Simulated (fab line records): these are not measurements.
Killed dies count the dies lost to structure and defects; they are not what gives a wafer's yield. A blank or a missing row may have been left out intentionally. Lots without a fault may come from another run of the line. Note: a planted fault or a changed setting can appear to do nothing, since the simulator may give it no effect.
8D (eight disciplines) problem report, filled in by code / flow n5Finfet / the parts of the form that need people (team, actions taken, sign-off) are left out

## 1. WHAT WENT WRONG
Wafers without a fault read 78, standard deviation 28; rawDefectCount at N5_BEOL_M10_INSPECT_58 reads a mean of 1003 on 6 wafers belonging to 2 lots. Relative to the usual mean, that is a shift of +33 standard deviations.
The step: inspects for defects (darkfield).
Earliest sighting: wafer L385.1 on defectInspect-02 at day 14 09:35. At this step, 29 wafers from 10 lots have a number in the record. The rule behind "out" and "out of limits": a value lying over 4 standard deviations away from the usual mean. The other wafers with a number count as sound.

## 2. WHAT IT IS, WHAT IT ISN'T
question=which readings at this step | is=rawDefectCount | is not=-
question=which lots | is=L385, L390 | is not=L377, L379, L381, L382, L386, L387, L389, L395
question=which wafers of those lots | is=all that have a number | is not=-
question=read on which gauges | is=defectInspect-02 | is not=defectInspect-01
question=when | is=from day 14 09:35 | is not=up to then (17 sound wafers); but 6 sound wafers of L389, L395 came after

## 3. WHAT RULES OUT EACH SUSPECT
Counting: any tool at a process step up to the reading is kept as a suspect provided that every lot that is out went through it and no sound lot did after the first of them.
- the gauge at N5_BEOL_M10_INSPECT_58 is ruled out. All the wafers that are out were read on defectInspect-02, but those of them that N5_PASSIVATION_PROBE_49 has rows for are out there too, on other tools.
- cmp-01 at N5_BEOL_M10_CMP_52 (polishes, stops on SiCOH lowk, t overpolish 7 s, target thk 140 nm): kept. It ran every lot that is out, first L385 (day 14 09:06), and no sound lot after that; its last sound lot up to then is L387 (day 14 05:41).
After counting, what remains is cmp-01 at N5_BEOL_M10_CMP_52.

## 4. THE CAUSE (what the simulator had put in)
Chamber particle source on cmp-01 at N5_BEOL_M10_CMP_52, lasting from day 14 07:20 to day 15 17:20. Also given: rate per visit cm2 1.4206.
Counting left only this tool.

## 5. THE CHAIN OF EFFECTS, in route order
One row per reading whose mean, taken over the struck wafers that have a number, lies over 3 standard deviations from the usual. Only readings whose record carries a usual standard deviation are examined. hours: median over the lots of the time between each lot's start at the first step of this table that gives one and its start at this step. sigmas: the change, counted in usual standard deviations.
hours=0; step=N5_BEOL_M10_INSPECT_58; reading=rawDefectCount; usual=78; on struck wafers=1003; change=+925; sigmas=+33
hours=3; step=N5_BEOL_M11_INSPECT_13; reading=rawDefectCount; usual=428; on struck wafers=1302; change=+874; sigmas=+9.8
hours=51; step=N5_PASSIVATION_PROBE_49; reading=defectLimitedYield; usual=91.3 %; on struck wafers=43.0; change=-48.3; sigmas=-32
hours=51; step=N5_PASSIVATION_PROBE_49; reading=killed_at_M4_up; usual=14; on struck wafers=605; change=+591; sigmas=+99 or more
hours=51; step=N5_PASSIVATION_PROBE_49; reading=killedDies; usual=103; on struck wafers=672; change=+570; sigmas=+32
hours=51; step=N5_PASSIVATION_PROBE_49; reading=killedOnRim; usual=14; on struck wafers=89; change=+75; sigmas=+17
hours=51; step=N5_PASSIVATION_PROBE_49; reading=sort_bin_5_function; usual=5.1 %; on struck wafers=37.0; change=+31.9; sigmas=+32
hours=51; step=N5_PASSIVATION_PROBE_49; reading=sort_bin_6_memory; usual=3.2 %; on struck wafers=15.9; change=+12.7; sigmas=+17
hours=51; step=N5_PASSIVATION_PROBE_49; reading=sortNPass; usual=1077; on struck wafers=508; change=-570; sigmas=-32
hours=51; step=N5_PASSIVATION_PROBE_49; reading=sortYieldPct; usual=91.3 %; on struck wafers=43.0; change=-48.3; sigmas=-32
Process steps it contains:
- N5_PASSIVATION_PROBE_49

## 6. WHAT WOULD HAVE CAUGHT IT SOONER
The first out-of-limits reading at a measuring or inspecting step in this record came at day 14 09:35, 2 hours after the fault's start at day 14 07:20.
Tool readings at N5_BEOL_M10_CMP_52 with a usual standard deviation given in the record: none out on any struck wafer, hence no alarm at a limit of 4 standard deviations on them.
L390, from the lots that are out (2), started N5_BEOL_M10_CMP_52 on cmp-01 later than day 14 09:35. It would have been spared by a hold on the tool at that moment.
